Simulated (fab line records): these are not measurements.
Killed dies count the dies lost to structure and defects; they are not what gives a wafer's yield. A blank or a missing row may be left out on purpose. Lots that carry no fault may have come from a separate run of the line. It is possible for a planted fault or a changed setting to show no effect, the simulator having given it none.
Split-lot trial ; flow n5Finfet ; on a route of 1938 steps: 7 lots, 21 wafers read

## SPLIT DETAILS
At N5_BEOL_M15_COAT_22 (resist thk 800 nm), the setting spinRpm was moved away from the recipe's 1704 rpm on 11 of the 21 wafers read, by -9.0% to +11.2%. For the rest of the wafers, this setting stayed at what the recipe calls for.

## FROM THE SPLIT TO THE READING: what the file shows between them, 4 steps
- N5_BEOL_M15_EBR_24
- N5_BEOL_M15_SOFTBAKE_23: time 60 s
- N5_BEOL_M15_DESCUM_33: chemistry O2, time 7.9 s
- N5_BEOL_M15_ETCH_61: etches BARC in N2/H2, target depth 89 nm, overetch 26.7 nm, time 67.9 s

## THE READING
coat_of_BEOL_M15_COAT_22.thkNm (the simulator's own value, which no gauge read), in nm, at N5_BEOL_M15_TRENCH_ETCH_34 (etches SiO2 in C4F8/O2/Ar, target depth 872.93 nm, time 199 s). No usual value for it is given in the file. Across the 10 wafers here that went through the recipe, the average is 537.6 nm and the standard deviation 4.7 nm.

wafer;tool, chamber at the split;spinRpm as run, rpm;against the recipe;coat_of_BEOL_M15_COAT_22.thkNm, nm;against lot-mates on the recipe
L075.1;lithoTrack-03, 0;1704;recipe;532.8;-
L075.4;lithoTrack-03, 0;1704;recipe;539.4;-
L075.6;lithoTrack-03, 0;1704;recipe;533.4;-
L077.1;lithoTrack-02, 0;1894;+11.2%;506;-29.4
L077.4;lithoTrack-02, 0;1704;recipe;535.6;-
L077.5;lithoTrack-02, 0;1704;recipe;535.2;-
L084.2;lithoTrack-03, 0;1704;recipe;542.8;-
L084.4;lithoTrack-03, 0;1769;+3.8%;513;-25.2
L084.6;lithoTrack-03, 0;1704;recipe;533.6;-
L090.1;lithoTrack-02, 0;1857;+9.0%;491.6;no lot-mate on the recipe
L090.4;lithoTrack-02, 0;1857;+9.0%;510.6;no lot-mate on the recipe
L090.5;lithoTrack-02, 0;1857;+9.0%;511;no lot-mate on the recipe
L092.2;lithoTrack-03, 0;1604;-5.9%;571.4;+23.2
L092.3;lithoTrack-03, 0;1604;-5.9%;569;+20.8
L092.5;lithoTrack-03, 0;1704;recipe;548.2;-
L097.3;lithoTrack-03, 0;1704;recipe;535;-
L097.4;lithoTrack-03, 0;1553;-8.9%;581.2;+43.7
L097.6;lithoTrack-03, 0;1704;recipe;540;-
L095.2;lithoTrack-03, 0;1550;-9.0%;574;no lot-mate on the recipe
L095.3;lithoTrack-03, 0;1550;-9.0%;583.6;no lot-mate on the recipe
L095.6;lithoTrack-03, 0;1550;-9.0%;582;no lot-mate on the recipe

THE FIT
A straight line over all 21 wafers: coat_of_BEOL_M15_COAT_22.thkNm changes by -4.19 nm for each +1% of spinRpm; r = -0.97; the points scatter about the line by 7.1 nm.
The same after taking each lot's own level away (the mean of its wafers on the recipe; 15 wafers): -3.72 nm for each +1%; r = -0.95; scatter 5.9 nm.
The reading moves by 41 nm for the largest change in spinRpm, on that fit.
The span of the lots' own levels, 535.20 to 548.20 nm, comes to 2.8 times the standard deviation stated above.
Hence the slope depends on the lot-to-lot level, as the two fits are not the same.
Check: with one of the wafers moved furthest among these (+11.2%) left out of the fit, the line predicts -53.6 nm for it against its lot-mates. It came out at -29.4 nm against them.

## THE WHOLE CHAIN: every reading that the file lists as answering this split, in the file's order
step;what it does;reading;change (the file's fit);r (the file's)
N5_BEOL_M15_COAT_22;resist thk 800 nm;coat_of_BEOL_M15_COAT_22.thkNm (the simulator's own value, which no gauge read);-3.96 nm for each +1% of the setting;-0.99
N5_BEOL_M15_ETCH_61;etches BARC in N2/H2, target depth 89 nm, overetch 26.7 nm, time 67.9 s;coat_of_BEOL_M15_COAT_22.thkNm (the simulator's own value, which no gauge read);-3.87 nm for each +1% of the setting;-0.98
N5_BEOL_M15_TRENCH_ETCH_34;etches SiO2 in C4F8/O2/Ar, target depth 872.93 nm, time 199 s;coat_of_BEOL_M15_COAT_22.thkNm (the simulator's own value, which no gauge read);-3.73 nm for each +1% of the setting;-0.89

## FILE'S OWN FIT
coat_of_BEOL_M15_COAT_22.thkNm changes by -3.73 nm for each +1% of spinRpm, r = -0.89.
